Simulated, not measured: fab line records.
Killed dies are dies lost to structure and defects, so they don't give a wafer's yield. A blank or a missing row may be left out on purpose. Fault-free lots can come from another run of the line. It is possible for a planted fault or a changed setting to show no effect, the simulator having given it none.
fab line records    flow nand_harc
[record] lots = 13  wafers = 39  last_day = 33
route steps=1302 shown A_M1@1189 A_BONDPAD@1210 END@1302
lots that met no fault: from a run of the same line without faults
start_h: hours from the record's first day to the start of the lot's first wafer shown    wait_h: how many hours have passed since the lot's step before this one    " same as the row above    L1.1+2: one row covering several wafers at once    - either no value or no given start    * or withheld: withheld    < > ~ a bound
route shown NAME@n: names a module that has steps shown in the file, with the first one's number in the route    usual: the fault-free wafers' mean and standard deviation    same: alike in all rows    chamber/n: place in a boat    sites: each site's reading    _std_site: the standard deviation of these    _edge_site: mean of outer sites minus mean of inner sites    radius_mm: how far each site lies from the wafer's centre    mask NAME#n: copy n    behind: the tool/chamber that last shaped the wafer    hold: reason for holding the lot/hours on hold/outcome of the hold    device: which transistor (n, p or np) failed to switch    end of line: the same wafers' tests at the end of the route    for a step that has no rows: nothing shown but its recipe    killed: the dies lost at the first sort to structure and to defects; this is not the yield of the wafer    map: per-die view of a wafer (x killed, . not killed, _ where there is no die)
set.NAME: the run value of the setting; set.NAME@STEP: its run value at that earlier step    model.NAME: the simulator's own value behind a step, which no gauge read
route steps across a sampled set of lots; one table per step, one row per wafer
services: a tool's chamber out of use, with start hour (start_h, from the record's first day; less than 0 if before it), hours out, and reason
[[steps]]
[step NHARC_A_M1_DEGAS_29]
[recipe] temp_c = 250  time_s = 60
[usual] heater_power_w = 360/35
lot.wafer  tool            chamber  start_h  wait_h  heater_power_w
L658.3     pvd_sputter-02  -        524.16   -       346
L658.2     "               -        "        "       377
L658.5     "               -        "        "       348
L659.1     pvd_sputter-01  -        537.72   -       360
L659.2     "               -        "        "       359
L659.4     "               -        "        "       458
L660.1     pvd_sputter-02  -        538.04   -       385
L660.2     "               -        "        "       353
L660.6     "               -        "        "       381
L661.2     pvd_sputter-02  -        540.09   -       390
L661.6     "               -        "        "       368
L661.5     "               -        "        "       345
L662.2     pvd_sputter-03  -        556.28   -       364
L662.3     "               -        "        "       329
L662.6     "               -        "        "       301
L663.3     pvd_sputter-03  -        563.64   -       328
L663.1     "               -        "        "       296
L663.6     "               -        "        "       339
L665.3     pvd_sputter-01  -        602.79   -       354
L665.6     "               -        "        "       354
L665.5     "               -        "        "       454
L667.2     pvd_sputter-03  -        617.84   -       362
L667.5     "               -        "        "       327
L667.6     "               -        "        "       314
L666.2     pvd_sputter-03  -        628.86   -       293
L666.3     "               -        "        "       340
L666.4     "               -        "        "       327
L668.2     pvd_sputter-03  -        633.99   -       328
L668.4     "               -        "        "       332
L668.1     "               -        "        "       287
L669.1     pvd_sputter-01  -        639.15   -       438
L669.3     "               -        "        "       368
L669.6     "               -        "        "       428
L678.3     pvd_sputter-01  -        717.57   -       354
L678.1     "               -        "        "       432
L678.2     "               -        "        "       360
L681.3     pvd_sputter-02  -        761.47   -       384
L681.2     "               -        "        "       354
L681.5     "               -        "        "       375
[step NHARC_A_M1_INSPECT_27]
[usual] raw_defect_count = 553/140
lot.wafer  tool               chamber  start_h  wait_h  raw_defect_count
L658.2     defect_inspect-01  -        525.72   0.0     635
L658.3     "                  -        "        "       589
L658.5     "                  -        "        "       592
L659.1     defect_inspect-02  -        539.27   0.0     455
L659.2     "                  -        "        "       506
L659.4     "                  -        "        "       502
L660.1     defect_inspect-02  -        539.63   0.0     510
L660.2     "                  -        "        "       369
L660.6     "                  -        "        "       346
L661.2     defect_inspect-02  -        541.63   0.0     632
L661.5     "                  -        "        "       723
L661.6     "                  -        "        "       818
L662.2     defect_inspect-01  -        557.94   0.0     455
L662.3     "                  -        "        "       473
L662.6     "                  -        "        "       581
L663.1     defect_inspect-01  -        565.19   0.0     660
L663.3     "                  -        "        "       523
L663.6     "                  -        "        "       556
L665.3     defect_inspect-01  -        604.35   0.0     511
L665.5     "                  -        "        "       423
L665.6     "                  -        "        "       363
L667.2     defect_inspect-01  -        619.39   0.0     424
L667.5     "                  -        "        "       525
L667.6     "                  -        "        "       497
L666.2     defect_inspect-02  -        630.43   0.0     575
L666.3     "                  -        "        "       679
L666.4     "                  -        "        "       698
L668.1     defect_inspect-02  -        635.56   0.0     534
L668.2     "                  -        "        "       422
L668.4     "                  -        "        "       447
L669.1     defect_inspect-01  -        640.69   0.0     530
L669.3     "                  -        "        "       515
L669.6     "                  -        "        "       524
L678.1     defect_inspect-02  -        719.36   0.0     464
L678.2     "                  -        "        "       503
L678.3     "                  -        "        "       625
L681.2     defect_inspect-02  -        763.02   0.0     530
L681.3     "                  -        "        "       495
L681.5     "                  -        "        "       493
[step NHARC_A_M1_DEP_33]
[recipe] target_thk_a = 300  temp_c = 370  target_thk_nm = 30  pressure_torr = 3  flow_sccm = 200  rf_w = 450  material = SiCN
[usual] heater_power_w = 618/80
lot.wafer  tool      chamber  start_h  wait_h  heater_power_w
L658.3     pecvd-01  2        525.91   0.1     693
L658.2     "         0        "        "       712
L658.5     "         0        "        "       709
L659.1     pecvd-03  2        539.42   0.1     589
L659.2     "         1        "        "       471
L659.4     "         1        "        "       479
L660.1     pecvd-04  2        539.78   0.1     589
L660.2     "         1        "        "       574
L660.6     "         2        "        "       587
L661.2     pecvd-04  0        541.78   0.1     755
L661.6     "         0        "        "       764
L661.5     "         2        "        "       507
L662.2     pecvd-01  0        558.13   0.1     757
L662.3     "         1        "        "       680
L662.6     "         2        "        "       706
L663.3     pecvd-04  0        565.38   0.1     770
L663.1     "         1        "        "       526
L663.6     "         1        "        "       537
L665.3     pecvd-03  2        604.58   0.1     603
L665.5     "         1        "        "       558
L665.6     "         2        "        "       599
L667.2     pecvd-01  1        619.58   0.1     679
L667.5     "         0        "        "       726
L667.6     "         1        "        "       669
L666.3     pecvd-04  2        630.57   0.1     568
L666.2     "         1        "        "       526
L666.4     "         1        "        "       512
L668.1     pecvd-03  2        635.70   0.1     562
L668.2     "         1        "        "       509
L668.4     "         0        "        "       554
L669.3     pecvd-01  2        640.88   0.1     703
L669.1     "         0        "        "       662
L669.6     "         2        "        "       690
L678.2     pecvd-01  0        719.51   0.1     754
L678.1     "         1        "        "       614
L678.3     "         2        "        "       658
L681.3     pecvd-03  0        763.17   0.1     503
L681.2     "         2        "        "       567
L681.5     "         0        "        "       515
[step NHARC_A_BONDPAD_SOFTBAKE_04]
[recipe] temp_c = 125  time_s = 70
[usual] heater_power_total_W = 201.0/1.3
lot.wafer  tool            chamber  start_h  wait_h  heater_power_total_W
L658.2     litho_track-07  0        527      -       199.9
L658.3     "               0        "        "       202.4
L658.5     "               0        "        "       200.2
L659.1     litho_track-05  0        540      -       202.2
L659.2     "               0        "        "       201.6
L659.4     "               0        "        "       200.2
L660.1     litho_track-07  0        541      -       202.5
L660.2     "               0        "        "       202.6
L660.6     "               0        "        "       201.4
L661.2     litho_track-05  0        543      -       198.9
L661.5     "               0        "        "       201.5
L661.6     "               0        "        "       200.2
L662.2     litho_track-05  0        559      -       202.5
L662.3     "               0        "        "       201.5
L662.6     "               0        "        "       201.1
L663.1     litho_track-02  0        566      -       200.8
L663.3     "               0        "        "       202.6
L663.6     "               0        "        "       202.5
L665.3     litho_track-02  0        605      -       200.2
L665.5     "               0        "        "       202.0
L665.6     "               0        "        "       199.0
L667.2     litho_track-02  0        620      -       201.1
L667.5     "               0        "        "       199.6
L667.6     "               0        "        "       202.6
L666.2     litho_track-02  0        631      -       198.8
L666.3     "               0        "        "       201.3
L666.4     "               0        "        "       199.8
L668.1     litho_track-05  0        637      -       199.1
L668.2     "               0        "        "       202.0
L668.4     "               0        "        "       202.7
L669.1     litho_track-02  0        642      -       200.6
L669.3     "               0        "        "       198.9
L669.6     "               0        "        "       200.7
L678.1     litho_track-07  0        720      -       217.4
L678.2     "               0        "        "       220.5
L678.3     "               0        "        "       202.8
L681.2     litho_track-05  0        764      -       200.8
L681.3     "               0        "        "       200.8
L681.5     "               0        "        "       201.7
[step NHARC_END_SORT_01]
[recipe] temp_c = 25
[usual] defect_limited_yield = 89.8/2.4  killed_at_array = 64/16  killed_at_other = 1.0/1.1  killed_at_periphery = 3.5/2.3  killed_dies = 69/17  killed_open = 3.2/1.6  killed_short = 2.4/1.6
[same] gross_dies = 677
lot.wafer  tool       chamber  start_h  wait_h  defect_limited_yield[%]  killed_at_array  killed_at_other  killed_at_periphery  killed_dies  killed_open  killed_short
L667.2     prober-01  0        652.20   2.8     90.1                     61               1                5                    67           2            3
L667.5     prober-01  0        654.60   3.7     89.8                     63               2                4                    69           0            0
L667.6     prober-01  0        655.40   4.0     90.8                     58               0                4                    62           2            2
L666.2     prober-01  0        664.88   2.8     90.0                     64               1                3                    68           5            1
L666.3     prober-01  0        665.66   3.1     90.5                     62               0                2                    64           4            2
L666.4     prober-01  0        666.45   3.4     91.9                     50               3                2                    55           4            0
L669.1     prober-01  0        674.37   2.5     92.5                     47               1                3                    51           6            1
L669.3     prober-01  0        675.99   3.1     91.7                     53               1                2                    56           3            4
L669.6     prober-01  0        678.41   4.0     92.5                     49               2                0                    51           4            3
// killed by level:class
L667.2 A_SLIT:chamber_film_flake=31 A_CHANNEL_HOLE_D2:chamber_film_flake=17 A_CONTACT:chamber_film_flake=4 P_M2:chamber_film_flake=3 A_CHANNEL_HOLE_D1:chamber_film_flake=3 A_CHANNEL_HOLE_D1:geometric_particle:short=2 P_CONTACT:geometric_particle:open=1 P_M0:geometric_particle:short=1
L667.5 A_SLIT:chamber_film_flake=31 A_CHANNEL_HOLE_D2:chamber_film_flake=13 A_CHANNEL_HOLE_D1:chamber_film_flake=9 A_CONTACT:chamber_film_flake=9 P_M2:chamber_film_flake=4 THIN_TSV:chamber_film_flake=2 A_M1:chamber_film_flake=1
L667.6 A_SLIT:chamber_film_flake=30 A_CHANNEL_HOLE_D2:chamber_film_flake=11 A_CHANNEL_HOLE_D1:chamber_film_flake=7 A_CONTACT:chamber_film_flake=5 P_M2:chamber_film_flake=4 A_CHANNEL_HOLE_D1:geometric_particle:open=1 A_SGD_CUT:geometric_particle:open=1 A_WL_FILL:geometric_particle:short=1
L666.2 A_CHANNEL_HOLE_D1:chamber_film_flake=34 A_CHANNEL_HOLE_D2:chamber_film_flake=18 A_CHANNEL_FILL_D1:chamber_film_flake=3 P_M2:chamber_film_flake=2 A_CONTACT:chamber_film_flake=2 P_CONTACT:geometric_particle:open=1 A_CHANNEL_FILL_D1:geometric_particle:short=1 A_CHANNEL_HOLE_D2:geometric_particle:open=1
L666.3 A_CHANNEL_HOLE_D1:chamber_film_flake=33 A_CHANNEL_HOLE_D2:chamber_film_flake=19 A_CHANNEL_FILL_D2:geometric_particle:short=2 A_SGD_CUT:geometric_particle:open=2 P_CONTACT:geometric_particle:open=1 A_WL_FILL:geometric_particle:open=1 P_STI:chamber_film_flake=1 A_ZERO_WELL:chamber_film_flake=1
L666.4 A_CHANNEL_HOLE_D1:chamber_film_flake=27 A_CHANNEL_HOLE_D2:chamber_film_flake=13 A_SLIT:chamber_film_flake=3 THIN_TSV:chamber_film_flake=3 A_ZERO_WELL:chamber_film_flake=2 P_CONTACT:geometric_particle:open=1 A_SGD_CUT:geometric_particle:open=1 A_M0:geometric_particle:open=1
L669.1 A_SLIT:chamber_film_flake=33 A_CHANNEL_HOLE_D1:chamber_film_flake=6 A_CONTACT:chamber_film_flake=2 P_M0:geometric_particle:open=1 A_ONON_D1:geometric_particle:open=1 A_CHANNEL_HOLE_D1:geometric_particle:open=1 A_CHANNEL_FILL_D1:geometric_particle:open=1 A_WL_FILL:geometric_particle:open=1
L669.3 A_SLIT:chamber_film_flake=34 A_CHANNEL_HOLE_D1:chamber_film_flake=8 A_CONTACT:chamber_film_flake=4 P_M0:geometric_particle:short=1 P_M2:geometric_particle:open=1 A_CHANNEL_FILL_D1:geometric_particle:open=1 A_CHANNEL_FILL_D1:geometric_particle:short=1 A_ONON_D2:geometric_particle:open=1
L669.6 A_SLIT:chamber_film_flake=27 A_CHANNEL_HOLE_D1:chamber_film_flake=8 A_CONTACT:chamber_film_flake=4 A_ONON_D1:geometric_particle:open=2 A_CHANNEL_FILL_D1:geometric_particle:short=2 THIN_TSV:chamber_film_flake=2 A_CHANNEL_HOLE_D1:geometric_particle:short=1 A_CHANNEL_FILL_D2:geometric_particle:open=1
[[services]]
tool            chamber  start_h  hours  kind
pvd_sputter-01  -        516.14   1.1    repair
pvd_sputter-03  -        523.79   1.2    repair
pvd_sputter-03  -        525.76   8.1    repair
pecvd-03        -        547.30   13.0   pm
pecvd-04        -        549.49   2.3    repair
litho_track-02  -        577.00   7.0    pm
pvd_sputter-01  -        582.00   10.0   pm
pecvd-01        -        585.73   1.9    repair
pvd_sputter-01  -        626.33   3.5    repair
pecvd-01        -        627.70   1.4    repair
pecvd-04        -        631.00   13.0   pm
pvd_sputter-02  -        638.00   10.0   pm
pvd_sputter-01  -        642.65   4.3    repair
litho_track-05  -        649.00   7.0    pm
pecvd-01        -        649.87   0.3    repair
pvd_sputter-01  -        656.88   5.1    repair
pvd_sputter-02  -        672.48   18.2   repair
pecvd-04        0        672.73   20.9   repair
pecvd-01        -        673.12   13.0   pm
pecvd-04        2        690.91   10.6   repair
pvd_sputter-01  -        701.68   6.0    repair
pvd_sputter-03  -        711.81   10.0   pm
pecvd-03        -        728.54   13.0   pm
litho_track-02  -        752.02   7.0    pm
[[key]]
[first_sign] step = NHARC_A_BONDPAD_SOFTBAKE_04  reading = heater_power_total_W  direction = up  sigmas = 14  usual = *  struck = *
effect none on later readings
met_at NHARC_A_BONDPAD_SOFTBAKE_04
struck_lots L678
struck_wafers L678.1,L678.2
not_acting_at NHARC_A_M1_DEGAS_29,NHARC_A_M1_INSPECT_27,NHARC_A_M1_DEP_33
onset_between 541 720
[fault] kind = process_parameter_drift  tool = litho_track-07  chamber = -  onset_h = 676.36  steps = NHARC_A_BONDPAD_SOFTBAKE_04  channel = time_s  offset = *  shape = step  end_h = 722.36  scope = struck_wafers_only  acts_in = *  stated = *
